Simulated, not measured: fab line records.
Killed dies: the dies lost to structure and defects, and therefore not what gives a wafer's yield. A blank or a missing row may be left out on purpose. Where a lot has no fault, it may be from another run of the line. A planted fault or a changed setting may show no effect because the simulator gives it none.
Chamber matching :: flow n5Finfet :: N5_HKMG_FIN_ETCH_67 on rieDiel-04: 4 sister chambers
The step etches SOC in N2/H2, stops on TiN, target depth 388.9 nm. 14 wafers are shown with their chamber, then 7 later ones without.

## EACH WAFER AND ITS CHAMBER
wafer: L075.2
chamber: 3
throttleValvePct (%): 17.33
showerheadPlenumPTorr (Torr): 2.49
oesProductAu (a.u.): 0.92

wafer: L075.4
chamber: 2
throttleValvePct (%): 18.16
showerheadPlenumPTorr (Torr): 2.42
oesProductAu (a.u.): 0.73

wafer: L075.5
chamber: 1
throttleValvePct (%): 17.70
showerheadPlenumPTorr (Torr): 2.60
oesProductAu (a.u.): 0.92

wafer: L077.1
chamber: 3
throttleValvePct (%): 17.34
showerheadPlenumPTorr (Torr): 2.48
oesProductAu (a.u.): 0.91

wafer: L077.3
chamber: 3
throttleValvePct (%): 17.36
showerheadPlenumPTorr (Torr): 2.49
oesProductAu (a.u.): 0.91

wafer: L077.6
chamber: 3
throttleValvePct (%): 17.35
showerheadPlenumPTorr (Torr): 2.49
oesProductAu (a.u.): 0.90

wafer: L084.1
chamber: 1
throttleValvePct (%): 17.72
showerheadPlenumPTorr (Torr): 2.59
oesProductAu (a.u.): 0.88

wafer: L084.2
chamber: 0
throttleValvePct (%): 17.39
showerheadPlenumPTorr (Torr): 2.48
oesProductAu (a.u.): 0.95

wafer: L084.4
chamber: 3
throttleValvePct (%): 17.39
showerheadPlenumPTorr (Torr): 2.48
oesProductAu (a.u.): 0.88

wafer: L093.2
chamber: 0
throttleValvePct (%): 17.40
showerheadPlenumPTorr (Torr): 2.48
oesProductAu (a.u.): 0.93

wafer: L093.3
chamber: 2
throttleValvePct (%): 18.21
showerheadPlenumPTorr (Torr): 2.41
oesProductAu (a.u.): 0.70

wafer: L093.6
chamber: 1
throttleValvePct (%): 17.71
showerheadPlenumPTorr (Torr): 2.59
oesProductAu (a.u.): 0.88

wafer: L095.1
chamber: 0
throttleValvePct (%): 17.40
showerheadPlenumPTorr (Torr): 2.48
oesProductAu (a.u.): 0.91

wafer: L095.2
chamber: 3
throttleValvePct (%): 17.40
showerheadPlenumPTorr (Torr): 2.48
oesProductAu (a.u.): 0.87

SIGNATURES (means of the wafers above)
reading: throttleValvePct
chamber 0: 17.3967
chamber 1: 17.7100
chamber 2: 18.1850
chamber 3: 17.3617
scatter within a chamber: 0.0232

reading: showerheadPlenumPTorr
chamber 0: 2.4800
chamber 1: 2.5933
chamber 2: 2.4150
chamber 3: 2.4850
scatter within a chamber: 0.00516

reading: oesProductAu
chamber 0: 0.9300
chamber 1: 0.8933
chamber 2: 0.7150
chamber 3: 0.8983
scatter within a chamber: 0.0205
Rule: for a wafer and a chamber, the distance is found by dividing, reading by reading, the gap between the wafer's reading and the chamber's mean by the reading's scatter, squaring, summing and taking the root. If the next closest chamber is less than 2 further off than the closest, the wafer can't be placed; otherwise it belongs to the closest. The scatter: the root of (the sum of the squares of (reading less its chamber's mean) over the shown wafers, divided by (wafers less chambers)).

## WAFERS WITHOUT THEIR CHAMBER
wafer: L095.3
throttleValvePct (%): 17.74
showerheadPlenumPTorr (Torr): 2.59
oesProductAu (a.u.): 0.87

wafer: L095.4
throttleValvePct (%): 18.21
showerheadPlenumPTorr (Torr): 2.41
oesProductAu (a.u.): 0.71

wafer: L095.5
throttleValvePct (%): 17.40
showerheadPlenumPTorr (Torr): 2.48
oesProductAu (a.u.): 0.92

wafer: L095.6
throttleValvePct (%): 17.41
showerheadPlenumPTorr (Torr): 2.47
oesProductAu (a.u.): 0.87

wafer: L096.1
throttleValvePct (%): 18.23
showerheadPlenumPTorr (Torr): 2.41
oesProductAu (a.u.): 0.70

wafer: L096.4
throttleValvePct (%): 17.41
showerheadPlenumPTorr (Torr): 2.48
oesProductAu (a.u.): 0.91

wafer: L096.5
throttleValvePct (%): 17.74
showerheadPlenumPTorr (Torr): 2.58
oesProductAu (a.u.): 0.87

## WHICH CHAMBER EACH WENT THROUGH
wafer: L095.3
from the rows above: 1
in truth: 1

wafer: L095.4
from the rows above: 2
in truth: 2

wafer: L095.5
from the rows above: can't be placed: 0 or 3
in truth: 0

wafer: L095.6
from the rows above: can't be placed: 0 or 3
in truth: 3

wafer: L096.1
from the rows above: 2
in truth: 2

wafer: L096.4
from the rows above: can't be placed: 0 or 3
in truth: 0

wafer: L096.5
from the rows above: 1
in truth: 1
4 of 7 placed correctly. Cannot be placed on the basis of these rows: 3; the candidates contain the true chamber in 3. Number placed wrongly: 0.
